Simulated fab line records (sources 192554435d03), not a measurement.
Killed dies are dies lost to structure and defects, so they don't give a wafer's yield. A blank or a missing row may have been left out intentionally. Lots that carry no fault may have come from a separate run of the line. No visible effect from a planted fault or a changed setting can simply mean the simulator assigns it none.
Which tool is to blame?	flow n5 finfet	11 lots, 33 wafers sampled, at 5 steps of a route of 1938

## WHAT EACH GAUGE READ, for each wafer
N5_BEOL_M4_RC_MEAS_101.
lot	measured	on	DIBL_N (mV/V)
L790	day 8 06:11	prober-01	33.5 37.7 34.6
L792	day 8 18:02	prober-02	36.8 35.1 34.9
L793	day 9 00:40	prober-01	34.9 33.6 33.5
L794	day 9 06:25	prober-02	39.9 38.3 37.1
L796	day 9 10:14	prober-01	33.6 36.4 35.0
L799	day 13 07:37	prober-01	38.0 39.8 36.5
L801	day 14 08:04	prober-02	37.1 37.9 36.8
L807	day 14 09:01	prober-01	36.4 36.8 36.2
L810	day 14 12:35	prober-02	35.8 34.3 36.3
L800	day 14 14:58	prober-01	36.0 35.6 36.2
L811	day 15 04:40	prober-01	36.2 36.5 36.9

## WHAT TOOL EACH LOT RAN ON (gives the tool, then ch and the chambers of the sampled wafers, and finally the start)
lot	N5_BEOL_M4_PRE_CLEAN_45	N5_BEOL_M4_ALD_84	N5_BEOL_M4_SURFACE_TREAT_85	N5_BEOL_M4_ANNEAL_87
L790	pvd sputter-02, day 8 02:23	ald metal-02 ch 2,3, day 8 02:28	pvd sputter-03, day 8 02:44	pvd sputter-03, day 8 03:46
L792	pvd sputter-03, day 8 13:56	ald metal-01 ch 1,3, day 8 14:13	pvd sputter-03, day 8 14:31	pvd sputter-03, day 8 15:50
L793	pvd sputter-01, day 8 20:59	ald metal-03 ch 0,2,3, day 8 21:02	pvd sputter-03, day 8 21:19	pvd sputter-02, day 8 22:31
L794	pvd sputter-02, day 9 02:54	ald metal-01 ch 1,2,3, day 9 02:58	pvd sputter-03, day 9 03:11	pvd sputter-03, day 9 04:09
L796	pvd sputter-03, day 9 06:08	ald metal-01 ch 0,1,2, day 9 06:13	pvd sputter-03, day 9 06:32	pvd sputter-02, day 9 07:40
L799	pvd sputter-03, day 13 02:13	ald metal-03 ch 0,1,2, day 13 02:17	pvd sputter-03, day 13 02:30	pvd sputter-01, day 13 05:19
L801	pvd sputter-01, day 14 04:06	ald metal-03 ch 0,1,3, day 14 04:11	pvd sputter-01, day 14 04:26	pvd sputter-02, day 14 05:56
L807	pvd sputter-01, day 14 04:11	ald metal-02 ch 1,3, day 14 04:16	pvd sputter-01, day 14 04:29	pvd sputter-03, day 14 06:44
L810	pvd sputter-03, day 14 09:07	ald metal-01 ch 1,2,3, day 14 09:11	pvd sputter-03, day 14 09:30	pvd sputter-03, day 14 10:28
L800	pvd sputter-02, day 14 09:38	ald metal-01 ch 0,3, day 14 09:45	pvd sputter-02, day 14 09:59	pvd sputter-03, day 14 12:18
L811	pvd sputter-03, day 14 23:26	ald metal-02 ch 0,2, day 14 23:30	pvd sputter-01, day 14 23:58	pvd sputter-01, day 15 01:20
- N5_BEOL_M4_PRE_CLEAN_45: time 30 s.
- N5_BEOL_M4_ALD_84: deposits TaN, pulse time 2 s, purge time 3 s, co reactant purge time 2 s.
- N5_BEOL_M4_SURFACE_TREAT_85
- N5_BEOL_M4_ANNEAL_87: time 240 s.

## THE ANSWER, worked out from the rows above alone
Rule: usual is defined by the lots themselves. The widest of any qualifying gaps counts: lots, ordered by their means at a reading, are off when they make up no more than a third of the lots, leave a main group of 4 or more, and stand apart from it by 3 or more times the standard deviation of that group's means. A main group whose means are all the same, to the digits that the tables above print for the reading, isn't used. A lot without any number at a reading at which 4 lots or more have one is off too. The other lots that the step has rows for count as sound.
None of the lots is off at any reading shown; this tells nothing.

## WHAT THE SIMULATOR PUT IN
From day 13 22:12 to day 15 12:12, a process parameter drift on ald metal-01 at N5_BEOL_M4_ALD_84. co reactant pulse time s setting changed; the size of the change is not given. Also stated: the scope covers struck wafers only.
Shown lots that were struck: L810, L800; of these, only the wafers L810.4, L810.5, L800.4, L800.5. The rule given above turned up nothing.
